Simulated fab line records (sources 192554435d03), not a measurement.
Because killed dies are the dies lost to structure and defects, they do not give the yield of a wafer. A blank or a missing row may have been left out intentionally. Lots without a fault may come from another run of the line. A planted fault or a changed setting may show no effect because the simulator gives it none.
Split-lot study    flow n5-finfet    7 lots, 39 wafers read, on a route of 1938 steps

## ON THE SPLIT
At N5_MOL_CONTACT_COAG_ETCH_106 (etches SOC in N2/H2, target depth 80 nm, overetch 16 nm, time 120 s), the setting target-depth-a was moved away from the recipe's 800 angstrom on 15 of the 39 wafers read, by -51.5% to +40.6%. This setting was run at the recipe's value on the other wafers.

## FROM THE SPLIT TO THE READING: what the file shows between them, 5 steps
- N5_MOL_CONTACT_COAG_STRIP_107: strips in N2/H2
- N5_MOL_CONTACT_COAG_STRIP_108: strips in N2/H2
- N5_MOL_CONTACT_COAG_CONTACT_ETCH_14: etches SiO2 in C4F6/O2, target depth 27.5 nm, overetch 8.5 nm, time 20 s
- N5_MOL_CONTACT_COAG_STRIP_109: strips in C4F6/O2
- N5_MOL_CONTACT_COAG_ETCH_15: etches SiNx in CH3F/O2, stops on Si:P, target depth 7 nm

## THE READING
MOL_CONTACT_COAG.cd-offset-nm (the simulator's own value, which no gauge read), in nm, at N5_MOL_CONTACT_COAG_ETCH_110 (etches Si in CF4/O2, target depth 2.5 nm, time 8 s). There is no usual value for it anywhere in the file. Here, 24 wafers ran the recipe; their average is -0.1 nm with a standard deviation of 0.22 nm.

wafer   tool, chamber at the split  target-depth-a as run, angstrom  against the recipe  MOL_CONTACT_COAG.cd-offset-nm, nm  against lot-mates on the recipe
L077.1  rie-diel-06, 1              621.1                            -22.4%              -0.8                               -0.7
L077.4  rie-diel-06, 1              621.1                            -22.4%              -0.8                               -0.7
L077.2  rie-diel-06, 3              621.1                            -22.4%              -0.6                               -0.5
L077.3  rie-diel-06, 2              800                              recipe              -0.2                               -
L077.6  rie-diel-06, 2              800                              recipe              -0.2                               -
L077.5  rie-diel-06, 3              800                              recipe              0                                  -
L083.1  rie-diel-01, 0              800                              recipe              0                                  -
L083.2  rie-diel-01, 2              612.4                            -23.5%              -0.2                               -0.3
L083.5  rie-diel-01, 2              612.4                            -23.5%              -0.2                               -0.3
L083.3  rie-diel-01, 1              800                              recipe              0.2                                -
L083.4  rie-diel-01, 3              800                              recipe              0.2                                -
L083.6  rie-diel-01, 1              612.4                            -23.5%              -0.6                               -0.7
L086.1  rie-diel-01, 1              800                              recipe              -0.2                               -
L086.2  rie-diel-01, 2              800                              recipe              0.2                                -
L086.3  rie-diel-01, 3              540.5                            -32.4%              -0.4                               -0.5
L086.4  rie-diel-01, 0              540.5                            -32.4%              -0.6                               -0.7
L086.5  rie-diel-01, 1              540.5                            -32.4%              -0.6                               -0.7
L086.6  rie-diel-01, 2              800                              recipe              0.4                                -
L090.1  rie-diel-01, 0              1125                             +40.6%              0.6                                +0.6
L090.4  rie-diel-01, 0              1125                             +40.6%              0.6                                +0.6
L090.2  rie-diel-01, 3              800                              recipe              0.2                                -
L090.3  rie-diel-01, 2              1125                             +40.6%              0.8                                +0.8
L090.5  rie-diel-01, 3              800                              recipe              0                                  -
L090.6  rie-diel-01, 2              800                              recipe              -0.2                               -
L092.1  rie-diel-02, 1              800                              recipe              -0.2                               -
L092.2  rie-diel-02, 2              800                              recipe              -0.6                               -
L092.3  rie-diel-02, 0              388.1                            -51.5%              -1.2                               -0.9
L092.4  rie-diel-02, 3              388.1                            -51.5%              -1                                 -0.7
L092.6  rie-diel-02, 0              388.1                            -51.5%              -1                                 -0.7
L092.5  rie-diel-02, 3              800                              recipe              0                                  -
L094.1  rie-diel-06, 2              800                              recipe              -0.2                               -
L094.2  rie-diel-06, 1              800                              recipe              -0.2                               -
L094.6  rie-diel-06, 3              800                              recipe              -0.2                               -
L094.3  rie-diel-06, 0              800                              recipe              0                                  -
L094.4  rie-diel-06, 3              800                              recipe              0                                  -
L094.5  rie-diel-06, 0              800                              recipe              0                                  -
L096.3  rie-diel-06, 0              800                              recipe              0                                  -
L096.4  rie-diel-06, 2              800                              recipe              -0.4                               -
L096.5  rie-diel-06, 3              800                              recipe              -0.4                               -

FIT RESULTS
A straight line over all 39 wafers: MOL_CONTACT_COAG.cd-offset-nm changes by +0.0182 nm for each +1% of target-depth-a; r = +0.88; the points scatter about the line by 0.22 nm.
The same after taking each lot's own level away (the mean of its wafers on the recipe; 39 wafers): +0.0175 nm for each +1%; r = +0.91; scatter 0.17 nm.
According to that fit, moving target-depth-a by its largest amount changes the reading by 0.9 nm.
From -0.27 to 0.13 nm: that is the span of the lots' own levels, equal to 1.8 times the standard deviation above.
Hence the lot-to-lot level has little effect on the slope; both slopes agree.
Check: -0.924 nm against its lot-mates is what the line predicts for one of the wafers moved furthest among these (-51.5%) when that wafer is left out of the fit. It came out at -0.933 nm against them.

## OTHER SPLITS ON THESE WAFERS
Note: prior to the reading, these wafers also went through further splits. Each is held against what the fit with the lots' levels taken away leaves over:
other split on the same wafers         wafers away from the commonest value  r with MOL_CONTACT_COAG.cd-offset-nm (lot level and that fit taken away)
N5_ZERO_LAYER_PECVD_02 time-s          15                                    -0.13
N5_FIN_SAQP_SPACER1_ALD_24 ald-cycles  15                                    -0.16
N5_SD_EPI_N_ETCH_16 target-depth-a     18                                    -0.22
N5_HKMG_FIN_DEVELOP_11 develop-time-s  12                                    -0.07

## THE WHOLE CHAIN: every reading that the file lists as answering this split, in the file's order
step                          what it does                                                         reading                                                                                     change (the file's fit)                                                               r (the file's)
N5_MOL_CONTACT_COAG_ETCH_106  etches SOC in N2/H2, target depth 80 nm, overetch 16 nm, time 120 s  etch.depth-nm (the simulator's own value, which no gauge read)                              not straight: 53.98 at the lowest setting, 80.06 at the recipe, 80.21 at the highest  not given
N5_MOL_CONTACT_COAG_ETCH_106  etches SOC in N2/H2, target depth 80 nm, overetch 16 nm, time 120 s  SiARC_of_MOL_CONTACT_COAG_COAT_104.thk-nm (the simulator's own value, which no gauge read)  -0.047 nm for each +1% of the setting                                                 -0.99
N5_MOL_CONTACT_COAG_ETCH_106  etches SOC in N2/H2, target depth 80 nm, overetch 16 nm, time 120 s  MOL_CONTACT_COAG.cd-offset-nm (the simulator's own value, which no gauge read)              +0.0195 nm for each +1% of the setting                                                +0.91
N5_MOL_CONTACT_COAG_ETCH_15   etches SiNx in CH3F/O2, stops on Si:P, target depth 7 nm             MOL_CONTACT_COAG.cd-offset-nm (the simulator's own value, which no gauge read)              +0.0173 nm for each +1% of the setting                                                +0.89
N5_MOL_CONTACT_COAG_ETCH_110  etches Si in CF4/O2, target depth 2.5 nm, time 8 s                   MOL_CONTACT_COAG.cd-offset-nm (the simulator's own value, which no gauge read)              +0.0178 nm for each +1% of the setting                                                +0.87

## FILE'S OWN FIT
MOL_CONTACT_COAG.cd-offset-nm changes by +0.0178 nm for each +1% of target-depth-a, r = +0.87.
